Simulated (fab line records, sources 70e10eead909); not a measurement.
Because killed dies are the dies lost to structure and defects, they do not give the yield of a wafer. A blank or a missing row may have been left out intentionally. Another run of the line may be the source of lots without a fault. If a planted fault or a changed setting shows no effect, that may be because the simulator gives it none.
Which tool did it?    flow nandHarc    15 lots with 42 wafers sampled at 3 steps, on a route of 1302 steps

WHAT EACH GAUGE READ, for each wafer
NHARC_A_ONON_D2_THK_MEAS_02: measures by ellipsometry. Usual: 1000 nm for thkNm, sd 11.
lot   measured      on            thkNm (nm)      flag
L579  day 12 21:26  filmMetro-02  975 975 976     
L578  day 12 21:35  filmMetro-01  992 992 991     
L580  day 13 17:29  filmMetro-02  988 987 986     
L581  day 14 01:25  filmMetro-02  1007 1005 1008  
L583  day 14 19:18  filmMetro-01  990 989 990     
L584  day 15 11:06  filmMetro-01  1010 1010 1010  
L586  day 16 04:21  filmMetro-02  1011 1012 1013  
L589  day 17 02:05  filmMetro-01  990 991 991     
L587  day 17 02:15  filmMetro-01  1018 1022 1018  
L590  day 17 14:43  filmMetro-02  1006 1006 1005  
L592  day 19 05:16  filmMetro-02  1002 1002       
L596  day 20 05:03  filmMetro-02  1008 1008       
L597  day 20 05:24  filmMetro-02  988 989         
L599  day 21 00:53  filmMetro-02  996 996 997     
L600  day 21 17:44  filmMetro-01  1012 1013 1014  

NHARC_A_ONON_D2_THK_MEAS_08: measures by ellipsometry. Usual: 997 nm for thkNm, sd 9.4.
lot   measured      on            thkNm (nm)      flag
L579  day 12 22:35  filmMetro-02  984 985 984     
L578  day 12 22:43  filmMetro-02  985 986 987     
L580  day 13 18:37  filmMetro-01  994 993 993     
L581  day 14 02:33  filmMetro-01  992 994 992     
L583  day 14 20:25  filmMetro-02  998 998 997     
L584  day 15 12:14  filmMetro-02  990 991 990     
L586  day 16 05:29  filmMetro-01  1005 1004 1005  
L589  day 17 03:14  filmMetro-01  997 998 999     
L587  day 17 03:23  filmMetro-01  993 993 995     
L590  day 17 15:51  filmMetro-02  1011 1010 1010  
L592  day 19 06:40  filmMetro-01  982 1515        OFF
L596  day 20 06:11  filmMetro-01  1014 1549       OFF
L597  day 20 06:32  filmMetro-02  1530 997        OFF
L599  day 21 02:01  filmMetro-02  1002 1003 1001  
L600  day 21 18:53  filmMetro-01  1015 1016 1014  

WHAT TOOL EACH LOT RAN ON (gives the tool, then ch and the chambers of the sampled wafers, and finally the start)
lot   NHARC_A_ONON_D2_DEP_06
L579  pecvdOnon-01 ch 0, day 12 22:05
L578  pecvdOnon-04 ch 0, day 12 22:16
L580  pecvdOnon-01 ch 0, day 13 18:10
L581  pecvdOnon-03 ch 0, day 14 02:02
L583  pecvdOnon-04 ch 0, day 14 19:58
L584  pecvdOnon-03 ch 0, day 15 11:43
L586  pecvdOnon-03 ch 0, day 16 05:02
L589  pecvdOnon-04 ch 0, day 17 02:43
L587  pecvdOnon-01 ch 0, day 17 02:56
L590  pecvdOnon-01 ch 0, day 17 15:31
L592  pecvdOnon-03 ch 0, day 19 06:13
L596  pecvdOnon-03 ch 0, day 20 05:47
L597  pecvdOnon-03 ch 0, day 20 06:02
L599  pecvdOnon-01 ch 0, day 21 01:31
L600  pecvdOnon-01 ch 0, day 21 18:29
- NHARC_A_ONON_D2_DEP_06: target thk 1000 nm.

AS READ BY THE TOOLS THEMSELVES (means over the sampled wafers that have a number; for cases with no such wafer, the mark the record gives instead)
The record holds no such reading with a usual standard deviation.

THE ANSWER, worked out from the rows above alone
Rule: a lot is off if the mean of its wafers that have a number lies more than 3 standard deviations from the usual mean. Also off: a lot with no number at a reading for which 4 or more lots have one. The other lots that the step has rows for count as sound. Order of review: gauges by route order, followed by the tools' own readings, for which a lot's mean as printed above is used. At the first step where some lot is off, the reading lying furthest off is the one used; lots without a number count as furthest.
Off: L592, L596, L597, at NHARC_A_ONON_D2_THK_MEAS_08 (thkNm).
A tool fits if, at a process step before that reading, it ran every lot that is off, and no sound lot after the first of them. Gauges at NHARC_A_ONON_D2_THK_MEAS_08: tried the same way as those tools. One fits: pecvdOnon-03 at NHARC_A_ONON_D2_DEP_06. Its last sound lot is L586 (day 16 05:02), its first lot that is off L592 (day 19 06:13): a fault that began between those two fits.

WHAT HAD BEEN PUT IN BY THE SIMULATOR
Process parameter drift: pecvdOnon-03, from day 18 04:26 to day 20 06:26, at NHARC_A_ONON_D2_DEP_06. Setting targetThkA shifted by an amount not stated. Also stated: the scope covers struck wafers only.
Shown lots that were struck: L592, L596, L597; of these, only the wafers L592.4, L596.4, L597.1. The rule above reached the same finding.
